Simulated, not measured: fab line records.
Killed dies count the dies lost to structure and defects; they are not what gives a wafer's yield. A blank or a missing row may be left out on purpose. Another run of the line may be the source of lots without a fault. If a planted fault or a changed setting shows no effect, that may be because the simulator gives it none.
The same fault as seen by 3 desks -- flow n5-finfet -- every desk sees just its own numbers, and what lay behind them comes last

## THE DEFECT DESK
For each lot, the counts of the inspections along the route, averaged over the sampled wafers that have a number. Marked OUT: a lot whose mean sits more than 4 standard deviations from the usual mean, which makes it out of limits; the brackets give that distance.
Columns: A = raw-defect-count at N5_STI_FIN_REVEAL_INSPECT_13, usual 12
lot,first seen here,A
L644,day 2 19:47,6
L647,day 3 12:48,11
L648,day 3 18:31,12
L649,day 4 00:37,12
L650,day 4 07:02,11
L654,day 5 09:10,9
L657,day 6 00:32,14
L661,day 7 03:13,424 (+81) OUT
L664,day 7 19:49,8
L665,day 8 00:21,19
L666,day 8 08:15,10
This desk's verdict: out of limits on L661, starting with L661 at day 7 03:13 (raw-defect-count at N5_STI_FIN_REVEAL_INSPECT_13). Within limits: L644, L647, L648, L649, L650, L654, L657, L664, L665, L666.

## THE TOOL OWNER'S DESK: cmp-04
The tool's own readings at N5_STI_FIN_REVEAL_CMP_04 (polishes, stops on Si3N4, t overpolish 4 s, target thk 131.83 nm): means of the sampled wafers that have a number, for each lot that ran on this tool. Marked OUT: a lot whose mean sits more than 4 standard deviations from the usual mean, which makes it out of limits; the brackets give that distance.
Columns: A = edge-zone-pressure-frac at N5_STI_FIN_REVEAL_CMP_04, usual 1.000; B = motor-current-A at N5_STI_FIN_REVEAL_CMP_04, usual 7.9 A; C = overpolish-run-s at N5_STI_FIN_REVEAL_CMP_04, usual 4.000 s; D = slurry-filter-dp-kPa at N5_STI_FIN_REVEAL_CMP_04, usual 13.49 kPa; E = time-to-endpoint-s at N5_STI_FIN_REVEAL_CMP_04, usual 103 s
lot,first seen here,A,B,C,D,E
L649,day 3 20:48,1.000,7.3,4.000,13.47,103
L650,day 4 03:28,0.998,7.7,4.000,13.46,104
L654,day 5 05:35,1.003,7.7,3.994,13.42,111
L661,day 6 23:34,1.002,7.9,4.000,13.53,106
This desk's verdict: no lot among the 4 shows anything out of limits.

## AT THE METROLOGY DESK
What the gauges read for every lot (on any tool): the sampled wafers with a number, averaged. Marked OUT: a lot whose mean sits more than 4 standard deviations from the usual mean, which makes it out of limits; the brackets give that distance.
Columns: A = GATE_OVL at N5_DUMMY_GATE_OVL_MEAS_16, usual 0.5 nm
lot,first seen here,A
L644,day 3 06:07,0.4
L647,day 3 21:27,0.7
L648,day 4 03:23,-0.4
L649,day 4 09:49,1.2
L650,day 4 15:36,-0.4
L654,day 5 17:43,-0.4
L657,day 6 09:15,0.4
L661,day 7 12:21,-0.2
L664,day 8 04:22,0.1
L665,day 8 09:00,0.3
L666,day 8 16:47,-0.2
This desk's verdict: no lot among the 11 shows anything out of limits.

## PUT TOGETHER
The defect desk could have raised an alarm at day 7 03:13, on L661.
The tool owner's desk saw nothing out of limits.
Nothing out of limits was seen by the metrology desk.
Tool owner's desk: L661 on record, inside its limits.
The metrology desk has L661 on record, within its limits.
The lots listed all ran N5_STI_FIN_REVEAL_CMP_04 on cmp-04.

## WHAT THE SIMULATOR HAD PUT IN
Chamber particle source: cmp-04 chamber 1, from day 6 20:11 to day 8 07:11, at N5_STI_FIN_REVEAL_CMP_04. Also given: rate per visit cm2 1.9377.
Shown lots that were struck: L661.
Hours from the fault's start to each desk's first reading out of limits: the defect desk, 7.
